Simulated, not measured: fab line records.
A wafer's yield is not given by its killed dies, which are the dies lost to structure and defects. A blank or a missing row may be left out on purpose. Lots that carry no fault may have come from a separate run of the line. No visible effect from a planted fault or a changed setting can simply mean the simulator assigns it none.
Code-filled problem report in 8D (eight disciplines) form    flow nand_harc    the parts of the form that need people (team, actions taken, sign-off) are left out

1. WHAT IS WRONG
Wafers without a fault read 170.0 nm, standard deviation 0.56; cd_nm at NHARC_P_M2_CD_MEAS_09 reads a mean of 184.7 nm on 6 wafers belonging to 2 lots. Measured from the usual mean, that is +26 standard deviations.
The step: target cd 170 nm.
Seen first at day 11 03:50 on cd_sem-03, wafer L142.3. The record holds 33 wafers of 11 lots with a number at this step. By rule, "out" or "out of limits" means more than 4 standard deviations away from the usual mean. The rest of the wafers with a number are treated as sound.

2. WHAT IT IS AND WHAT IT IS NOT
question                     is                      is not
which readings at this step  cd_nm                   -
which lots                   L142, L145              L122, L124, L125, L126, L127, L128, L129, L130, L132
which wafers of those lots   all that have a number  -
read on which gauges         cd_sem-03               cd_sem-01, cd_sem-02
when                         from day 11 03:50       up to then (27 sound wafers)

3. SUSPECTS, AND WHAT RULES EACH OUT
Counting: a tool at a process step up to the reading stays a suspect if it ran every lot that is out and no sound lot after the first of them.
- the gauge at NHARC_P_M2_CD_MEAS_09: ruled out. All the wafers that are out were read on cd_sem-03, but those of them that NHARC_P_M2_EXPOSE_06 has rows for are out there too, on other tools.
- pvd_sputter-03 at NHARC_P_M1_PRE_CLEAN_30 (time 30 s): kept. All lots that are out passed through it, beginning with L142 at day 11 02:40, and no sound lot followed; its final sound lot before that point was L130 at day 8 03:41. NHARC_P_M1_PRE_CLEAN_30: start missing for some lots; hours and lot order therefore follow NHARC_P_M1_DEP_33.
- arfi_scanner-03 at NHARC_P_M2_EXPOSE_06 (exposes mask P M2, target cd 170 nm): kept. All lots that are out passed through it, beginning with L142 at day 11 03:42, and no sound lot followed; its final sound lot before that point was L132 at day 9 02:06. Its own readings are out on those wafers: exposure_dose_mJ_cm2.
Remaining after the count are pvd_sputter-03 at NHARC_P_M1_PRE_CLEAN_30 and arfi_scanner-03 at NHARC_P_M2_EXPOSE_06.

4. THE CAUSE (what the simulator had put in)
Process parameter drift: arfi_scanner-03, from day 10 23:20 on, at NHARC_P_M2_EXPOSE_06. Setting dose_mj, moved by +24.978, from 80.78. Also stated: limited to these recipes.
2 suspects survive the count, and this tool is in that group.

5. THE CHAIN OF EFFECTS, in route order
Rows list readings where the struck wafers' mean (over those with a number) sits beyond 3 standard deviations from the usual. Only readings for which the record gives a usual standard deviation are gone through. hours: the time from each lot's start at the first step in this table that gives one to its start at this step, as a median over the lots. sigmas: the change in usual standard deviations.
hours  step                   reading               usual     on struck wafers  change  sigmas
0      NHARC_P_M2_EXPOSE_06   exposure_dose_mJ_cm2  80.77     103.28            +22.51  +99 or more
0      NHARC_P_M2_CD_MEAS_09  cd_nm                 170.0 nm  184.7             +14.7   +26
Its process steps:
- NHARC_P_M2_EXPOSE_06: exposes mask P M2, target cd 170 nm.
At these later measuring or inspecting steps, every struck wafer for which the step has a row has a number for every such reading, and none has moved that far: NHARC_END_SORT_01.

6. HOW IT WOULD HAVE BEEN CAUGHT EARLIER
The first out-of-limits reading at a measuring or inspecting step in this record came at day 11 03:50, 5 hours after the fault's start at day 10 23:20.
The tool's own readings at NHARC_P_M2_EXPOSE_06 were out on every struck wafer that the step has a row for (exposure_dose_mJ_cm2): an alarm limit on them would have fired on the first of those.
Among the 2 lots that are out, L145 began NHARC_P_M2_EXPOSE_06 on arfi_scanner-03 after day 11 03:50. A hold on the tool at that time would have spared it.
